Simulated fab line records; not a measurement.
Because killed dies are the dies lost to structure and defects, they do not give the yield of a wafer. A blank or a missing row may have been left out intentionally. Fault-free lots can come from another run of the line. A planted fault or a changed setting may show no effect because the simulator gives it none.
Matching of chambers	flow nand-harc	rie-diel-05 running NHARC_A_CONTACT_ETCH_90: 4 sister chambers
The step etches the open film in CH3F/O2, target depth 40 nm, time 85.7 s. 7 wafers are shown with their chamber, then 9 later ones without.

== EACH WAFER AND ITS CHAMBER ==
wafer	chamber	drypump-motor-current-A (A)	showerhead-plenum-p-Torr (Torr)
L570.1	1	6.1	2.36
L574.1	2	4.8	2.45
L574.4	3	5.0	2.43
L576.3	2	4.8	2.44
L576.4	0	5.8	2.39
L576.6	0	5.9	2.39
L581.2	3	5.0	2.43

== WAFERS WITHOUT THEIR CHAMBER ==
wafer	drypump-motor-current-A (A)	showerhead-plenum-p-Torr (Torr)
L581.6	5.0	2.43
L582.2	5.0	2.43
L582.4	6.1	2.35
L587.1	5.8	2.39
L587.2	5.0	2.42
L587.6	5.8	2.39
L590.3	5.8	2.39
L590.4	5.0	2.42
L590.6	5.0	2.42

== CHAMBER TAKEN BY EACH ==
wafer	from the rows above	in truth
L581.6	3	3
L582.2	3	3
L582.4	1	1
L587.1	0	0
L587.2	3	3
L587.6	0	0
L590.3	0	0
L590.4	3	3
L590.6	3	3
9 of 9 placed correctly. Not placeable from these rows: 0. Number placed wrongly: 0.
How it was worked out, from the rows above alone: a wafer's distance from a chamber is the root of the sum, over the readings, of the square of ((its reading less the chamber's mean) divided by the reading's scatter). If the next closest chamber is less than 2 further off than the closest, the wafer can't be placed; otherwise it belongs to the closest. The mean given for a chamber averages the wafers shown for that chamber. The scatter is the square root of a quotient: the sum, over the shown wafers, of each reading's squared deviation from its chamber's mean, divided by wafers minus chambers.
